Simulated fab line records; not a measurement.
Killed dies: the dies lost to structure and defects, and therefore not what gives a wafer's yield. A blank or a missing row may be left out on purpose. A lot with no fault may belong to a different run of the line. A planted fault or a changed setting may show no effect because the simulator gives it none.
The tool behind it: which one? ; flow n5-finfet ; 7 lots with 20 wafers sampled at 6 steps, on a route of 1938 steps

== WHAT EACH GAUGE READ, for each wafer ==
N5_BEOL_M4_RC_MEAS_101. Usual: DIBL_N 35.9 mV/V, standard deviation 2.5; DIBL_P 36.0 mV/V, standard deviation 3; IOFF_N 0.16 nA/um, standard deviation 0.047; IOFF_P 0.21 nA/um, standard deviation 0.047; ION_N 671 uA/um, standard deviation 14; ION_P 460 uA/um, standard deviation 8.8; SS_N 71.5 mV/dec, standard deviation 0.73; SS_P 73.2 mV/dec, standard deviation 0.91; VT_N 250 mV, standard deviation 4.3; VT_P -251 mV, standard deviation 3.6.
lot;measured;on;DIBL_N (mV/V);DIBL_P (mV/V);IOFF_N (nA/um);IOFF_P (nA/um);ION_N (uA/um);ION_P (uA/um);SS_N (mV/dec);SS_P (mV/dec);VT_N (mV);VT_P (mV);flag
L392;day 7 22:47;prober-01;35.4 32.2 35.9;36.4 32.9 37.2;0.15 0.11 0.16;0.18 0.16 0.20;667 653 682;451 451 467;71.5 70.5 71.4;73.3 72.3 73.0;253 252 250;-254 -254 -254;
L394;day 8 15:19;prober-01;36.9 33.8 35.2;36.9 32.7 33.2;0.17 0.12 0.14;0.21 0.16 0.17;670 657 665;456 446 455;71.9 71.5 71.5;72.8 71.5 73.1;250 254 251;-249 -253 -254;
L400;day 10 06:38;prober-01;34.7 34.7;32.3 32.0;0.11 0.12;0.15 0.14;642 655;444 444;71.4 70.7;72.0 71.4;256 253;-253 -253;
L405;day 11 03:08;prober-02;37.2 36.7 33.2;37.0 37.9 33.6;0.18 0.17 0.12;0.18 0.22 0.15;670 678 664;450 458 462;71.4 71.9 70.7;72.8 74.4 72.6;248 247 253;-253 -252 -255;
L410;day 12 16:28;prober-01;36.5 38.0 37.2;36.7 36.8 38.1;0.16 0.18 0.17;0.22 0.21 0.25;681 690 676;465 461 468;70.9 71.8 72.1;73.4 73.0 73.2;250 250 250;-249 -252 -249;
L411;day 12 19:54;prober-01;34.3 35.8 37.4;34.8 37.5 40.5;0.13 0.15 0.21;0.19 0.22 0.29;667 654 692;460 457 473;71.5 71.7 72.7;73.0 73.7 74.5;253 251 243;-252 -249 -244;
L413;day 13 12:14;prober-02;35.0 34.7 32.9;35.1 34.8 32.7;0.13 0.15 0.10;0.19 0.19 0.16;655 681 656;452 468 455;71.1 71.2 71.0;72.8 73.5 72.0;255 251 259;-252 -250 -254;

N5_BEOL_M15_RC_MEAS_101. Usual: COMB_M10 1.47e-11 S/m, standard deviation 3e-12; COMB_M10_max_site 2.1e-11 S/m, standard deviation 4.7e-12; COMB_M11 1.36e-11 S/m, standard deviation 2.4e-12; COMB_M11_max_site 1.9e-11 S/m, standard deviation 4.2e-12; COMB_M12 6.5e-12 S/m, standard deviation 1.3e-12; COMB_M13 4.9e-12 S/m, standard deviation 1.3e-12; COMB_M14 3.8e-12 S/m, standard deviation 1.1e-12; COMB_M15 2.6e-12 S/m, standard deviation 8.4e-13; COMB_M15_max_site 3.7e-12 S/m, standard deviation 1.1e-12; COMB_M5 3.6e-11 S/m, standard deviation 7.6e-12; COMB_M6 2.5e-11 S/m, standard deviation 4.8e-12; COMB_M7 2.6e-11 S/m, standard deviation 5.5e-12; COMB_M8 2.6e-11 S/m, standard deviation 5.1e-12; COMB_M9 1.49e-11 S/m, standard deviation 3e-12; SERP_M10 3.12 ohm/um, standard deviation 0.12; SERP_M11 3.06 ohm/um, standard deviation 0.1; SERP_M12 0.637 ohm/um, standard deviation 0.021; SERP_M13 0.308 ohm/um, standard deviation 0.0072; SERP_M14 0.163 ohm/um, standard deviation 0.0053; SERP_M14_max_site 0.165 ohm/um, standard deviation 0.0054; SERP_M5 38.6 ohm/um, standard deviation 2.1; SERP_M6 13.9 ohm/um, standard deviation 0.71; SERP_M6_max_site 14.6 ohm/um, standard deviation 0.76; SERP_M7 13.8 ohm/um, standard deviation 0.78; SERP_M8 14.0 ohm/um, standard deviation 0.72; SERP_M9 3.07 ohm/um, standard deviation 0.12.
lot;measured;on;COMB_M10 (S/m);COMB_M10_max_site (S/m);COMB_M11 (S/m);COMB_M11_max_site (S/m);COMB_M12 (S/m);COMB_M13 (S/m);COMB_M14 (S/m);COMB_M15 (S/m);COMB_M15_max_site (S/m);COMB_M5 (S/m);COMB_M6 (S/m);COMB_M7 (S/m);COMB_M8 (S/m);COMB_M9 (S/m);SERP_M10 (ohm/um);SERP_M11 (ohm/um);SERP_M12 (ohm/um);SERP_M13 (ohm/um);SERP_M14 (ohm/um);SERP_M14_max_site (ohm/um);SERP_M5 (ohm/um);SERP_M6 (ohm/um);SERP_M6_max_site (ohm/um);SERP_M7 (ohm/um);SERP_M8 (ohm/um);SERP_M9 (ohm/um);flag
L392;day 11 20:36;prober-02;1.47e-11 1.14e-11 1.4e-11;2.4e-11 1.9e-11 2e-11;1.16e-11 1e-11 1.39e-11;2.7e-11 1.5e-11 1.8e-11;5.2e-12 5.3e-12 4.5e-12;4.3e-12 4e-12 3.2e-12;3.3e-12 3.6e-12 3.4e-12;2.5e-12 1.9e-12 1.6e-12;3.4e-12 3.3e-12 4e-12;4.2e-11 4.6e-11 3e-11;2.1e-11 2.4e-11 2.8e-11;2.3e-11 2.4e-11 1.9e-11;2.7e-11 2e-11 2.4e-11;9.7e-12 1.57e-11 1.51e-11;3.30 3.23 3.28;2.99 3.09 3.05;0.633 0.628 0.642;0.316 0.308 0.315;0.164 0.168 0.169;0.166 0.171 0.169;37.4 37.6 38.1;12.7 14.5 14.2;13.4 15.1 14.7;13.9 12.9 13.4;14.9 15.6 15.5;3.14 3.38 3.15;
L394;day 12 02:29;prober-02;1.04e-11 1.54e-11 1.08e-11;1.5e-11 2e-11 2e-11;1.38e-11 1.12e-11 1.61e-11;1.8e-11 1.7e-11 1.9e-11;7.4e-12 4.3e-12 7e-12;4.9e-12 6.4e-12 5.2e-12;3.9e-12 2.6e-12 3.2e-12;2e-12 2.8e-12 1.5e-12;3.5e-12 4.5e-12 2.8e-12;3e-11 4e-11 3.3e-11;2.5e-11 3.4e-11 2e-11;2.7e-11 2e-11 1.9e-11;2.6e-11 2e-11 3e-11;1.66e-11 2.12e-11 1.5e-11;3.32 3.11 3.11;2.84 2.94 2.90;0.675 0.634 0.640;0.310 0.316 0.313;0.169 0.160 0.160;0.170 0.162 0.161;36.8 38.6 37.5;13.9 14.2 14.0;15.7 15.3 14.6;14.2 13.1 12.9;14.2 14.8 15.4;3.01 2.86 3.19;
L400;day 14 02:52;prober-01;6.23e-11 9.14e-11;8.1e-11 1.32e-10;1.62e-11 1.48e-11;2.2e-11 2.6e-11;1.01e-11 6.1e-12;3.9e-12 4.4e-12;4.3e-12 3.7e-12;3.4e-12 3e-12;4.3e-12 4.6e-12;3.4e-11 3.8e-11;2.6e-11 3e-11;2.6e-11 2.6e-11;2.2e-11 2.8e-11;1.11e-11 1.25e-11;3.16 3.25;3.08 3.08;0.667 0.606;0.304 0.307;0.171 0.158;0.172 0.160;37.4 39.8;13.3 13.7;14.2 14.2;14.6 14.6;13.3 14.3;3.05 3.02;OFF
L405;day 15 02:56;prober-01;1.57e-11 8.2e-11 8.3e-11;2.2e-11 1.14e-10 1.09e-10;1e-11 1.56e-11 1.47e-11;1.2e-11 1.9e-11 2.1e-11;6.3e-12 8.5e-12 6.9e-12;4e-12 4.2e-12 4.8e-12;4.8e-12 4.6e-12 4.5e-12;2.9e-12 3.3e-12 2.8e-12;3.7e-12 4.3e-12 3.8e-12;3.1e-11 3.9e-11 3.2e-11;2.3e-11 1.8e-11 2.7e-11;3.9e-11 3.1e-11 2.6e-11;2.9e-11 3.8e-11 3.4e-11;1.48e-11 1.52e-11 1.53e-11;2.94 2.90 2.89;3.16 3.03 3.19;0.617 0.639 0.615;0.316 0.319 0.306;0.160 0.171 0.165;0.161 0.173 0.167;39.0 39.8 41.1;13.2 14.0 14.1;13.6 14.8 14.8;12.0 12.5 13.1;13.8 14.5 14.9;3.12 3.17 3.31;OFF
L410;day 16 11:00;prober-02;1.38e-11 1.19e-11 1.5e-11;1.8e-11 1.4e-11 2.8e-11;1.23e-11 1.36e-11 2.07e-11;1.6e-11 1.9e-11 3.2e-11;5.3e-12 7.2e-12 7.4e-12;4.9e-12 4.1e-12 6.5e-12;5.1e-12 3.5e-12 2.7e-12;2.6e-12 2.3e-12 3.1e-12;4.8e-12 3.5e-12 4.3e-12;4.6e-11 4.1e-11 2.9e-11;2.6e-11 2.2e-11 3e-11;2.4e-11 1.8e-11 2.2e-11;1.7e-11 2.6e-11 2.6e-11;1.41e-11 1.27e-11 1.41e-11;3.20 3.20 3.01;3.08 3.07 3.04;0.620 0.626 0.638;0.303 0.316 0.312;0.161 0.164 0.157;0.163 0.165 0.159;36.7 39.8 36.3;13.7 13.7 13.9;14.8 14.2 14.5;14.0 14.3 13.8;13.2 14.5 14.0;2.93 3.10 2.99;
L411;day 16 05:16;prober-02;1.66e-11 1.08e-11 9.9e-12;2.3e-11 1.4e-11 1.2e-11;1.53e-11 1.38e-11 1.11e-11;2e-11 1.7e-11 1.6e-11;6.6e-12 6.6e-12 6.9e-12;3.9e-12 4.6e-12 4.7e-12;3.3e-12 3e-12 2.9e-12;1.9e-12 1.2e-12 1.5e-12;2.9e-12 2.1e-12 3e-12;3.4e-11 3.4e-11 4.9e-11;2.6e-11 2.8e-11 2.4e-11;2.3e-11 3e-11 1.9e-11;3.4e-11 4.9e-11 2.8e-11;1.33e-11 1.46e-11 1.14e-11;2.93 3.01 3.02;3.04 3.11 3.24;0.623 0.667 0.621;0.305 0.309 0.314;0.157 0.172 0.157;0.159 0.173 0.159;37.9 37.4 38.3;13.7 13.9 14.9;14.4 14.5 15.1;12.9 13.6 13.7;13.1 12.7 13.6;2.95 3.16 3.13;
L413;day 17 05:05;prober-02;2.3e-11 1.72e-11 1.16e-11;3.1e-11 2.6e-11 1.6e-11;8.1e-12 1.17e-11 1.35e-11;1.1e-11 2e-11 1.9e-11;6e-12 9.1e-12 5.7e-12;4e-12 5.6e-12 3.3e-12;4e-12 2.6e-12 4.5e-12;1.9e-12 1.8e-12 2.6e-12;2.5e-12 3.4e-12 4e-12;2.6e-11 5.1e-11 3e-11;3.7e-11 3.4e-11 3.4e-11;2e-11 2.3e-11 2.3e-11;1.9e-11 2.4e-11 1.9e-11;1.83e-11 1.55e-11 1.87e-11;3.18 2.98 3.19;3.08 3.12 3.11;0.660 0.663 0.609;0.299 0.313 0.306;0.175 0.172 0.158;0.176 0.175 0.159;36.8 38.6 36.3;15.0 14.0 13.1;15.8 14.6 13.7;13.1 13.8 13.6;14.5 14.3 14.0;2.96 3.01 2.99;

== TOOL THAT RAN EACH LOT (tool first, then ch and the chambers of the sampled wafers, then the start) ==
lot;N5_BEOL_M10_CURE_72;N5_BEOL_M10_ALD_74;N5_BEOL_M10_CMP_52;N5_BEOL_M10_DEP_56
L392;uv-cure-01 ch 0, day 10 05:03;ald-metal-02 ch 0,1,2, day 10 05:33;cmp-03 ch 0,2,3, day 10 06:43;pecvd-03 ch 0,1, day 10 07:02
L394;uv-cure-02 ch 0, day 10 12:14;ald-metal-02 ch 0,1,2, day 10 12:52;cmp-01 ch 0,1,3, day 10 14:28;pecvd-04 ch 1,2, day 10 14:49
L400;uv-cure-01 ch 1, day 12 15:45;ald-metal-02 ch 0,3, day 12 16:05;cmp-03 ch 1,2, day 12 19:12;pecvd-04 ch 0,2, day 12 19:32
L405;uv-cure-03 ch 1, day 13 14:58;ald-metal-02 ch 0,1, day 13 15:28;cmp-02 ch 0,2,3, day 13 16:49;pecvd-03 ch 0,2, day 13 17:11
L410;uv-cure-01 ch 2, day 15 00:19;ald-metal-03 ch 0,1, day 15 00:53;cmp-02 ch 0,2,3, day 15 02:19;pecvd-03 ch 0,1, day 15 02:33
L411;uv-cure-02 ch 2, day 14 21:25;ald-metal-03 ch 0,2, day 14 22:03;cmp-02 ch 1,2, day 14 23:41;pecvd-03 ch 0,1, day 15 00:02
L413;uv-cure-02 ch 0, day 15 16:03;ald-metal-03 ch 0,2,3, day 15 16:45;cmp-02 ch 0,1, day 15 17:59;pecvd-01 ch 0,1,2, day 15 18:19
- N5_BEOL_M10_CURE_72: cures SiCOH lowk, time 120 s.
- N5_BEOL_M10_ALD_74: deposits TaN, target thk 2 nm, pulse time 2 s, purge time 3 s.
- N5_BEOL_M10_CMP_52: polishes, stops on SiCOH lowk, t overpolish 7 s, target thk 140 nm.
- N5_BEOL_M10_DEP_56: deposits SiCN from 3MS/NH3, target thk 15 nm, time 26.5 s.

== WHAT THE TOOLS THEMSELVES READ (means of the sampled wafers that have a number; where no wafer has one, the mark that the record gives instead) ==
N5_BEOL_M10_CURE_72. Usual: lamp-power-pct 52.32 %, standard deviation 0.055; wafer_temp_C_max 371.8, standard deviation 0.79.
lot;tool;lamp-power-pct (%);wafer_temp_C_max;flag
L392;uv-cure-01;52.34;370.8;
L394;uv-cure-02;52.25;371.7;
L400;uv-cure-01;52.31;372.1;
L405;uv-cure-03;52.33;372.4;
L410;uv-cure-01;52.33;372.0;
L411;uv-cure-02;52.33;372.9;
L413;uv-cure-02;52.27;371.5;

N5_BEOL_M10_ALD_74. Usual: heater-power-outer-w 239 W, standard deviation 19; heater-power-w 440 W, standard deviation 41.
lot;tool;heater-power-outer-w (W);heater-power-w (W);flag
L392;ald-metal-02;240;411;
L394;ald-metal-02;238;417;
L400;ald-metal-02;236;408;
L405;ald-metal-02;253;443;
L410;ald-metal-03;230;477;
L411;ald-metal-03;248;460;
L413;ald-metal-03;242;441;

N5_BEOL_M10_CMP_52. Usual: motor-current-A 6.1 A, standard deviation 0.57; pad-life-wafers 916, standard deviation 640.
lot;tool;motor-current-A (A);pad-life-wafers;flag
L392;cmp-03;6.3;1376;
L394;cmp-01;6.5;62;
L400;cmp-03;5.5;1711;
L405;cmp-02;5.8;446;
L410;cmp-02;5.7;747;
L411;cmp-02;5.9;722;
L413;cmp-02;6.2;883;

N5_BEOL_M10_DEP_56. Usual: showerhead-plenum-p-Torr 3.674 Torr, standard deviation 0.0087; throttle-valve-pct 9.2 %, standard deviation 0.45.
lot;tool;showerhead-plenum-p-Torr (Torr);throttle-valve-pct (%);flag
L392;pecvd-03;3.674;9.4;
L394;pecvd-04;3.679;8.8;
L400;pecvd-04;3.675;8.7;
L405;pecvd-03;3.663;8.9;
L410;pecvd-03;3.673;9.3;
L411;pecvd-03;3.665;9.3;
L413;pecvd-01;3.681;9.5;

== THE ANSWER, worked out from the rows above alone ==
Rule: a lot counts as off when the mean over its wafers that have a number is more than 3 standard deviations away from the usual mean. A lot without any number at a reading at which 4 lots or more have one is off too. The other lots that the step has rows for count as sound. Order of review: gauges by route order, followed by the tools' own readings, for which a lot's mean as printed above is used. The first step at which some lot is off is used, and at that step the reading that is off furthest; a lot without a number counts as furthest.
Off: at N5_BEOL_M15_RC_MEAS_101 (COMB_M10), L400, L405.
If a tool, at a process step before that reading, ran all the lots that are off and no sound lot after the first of them, it fits. Those tools and the gauges at N5_BEOL_M15_RC_MEAS_101 are tried in the same way. 2 tools fit, ald-metal-02 at N5_BEOL_M10_ALD_74 and prober-01 at N5_BEOL_M15_RC_MEAS_101, so this cannot tell which one it is.

== WHAT THE SIMULATOR PUT IN ==
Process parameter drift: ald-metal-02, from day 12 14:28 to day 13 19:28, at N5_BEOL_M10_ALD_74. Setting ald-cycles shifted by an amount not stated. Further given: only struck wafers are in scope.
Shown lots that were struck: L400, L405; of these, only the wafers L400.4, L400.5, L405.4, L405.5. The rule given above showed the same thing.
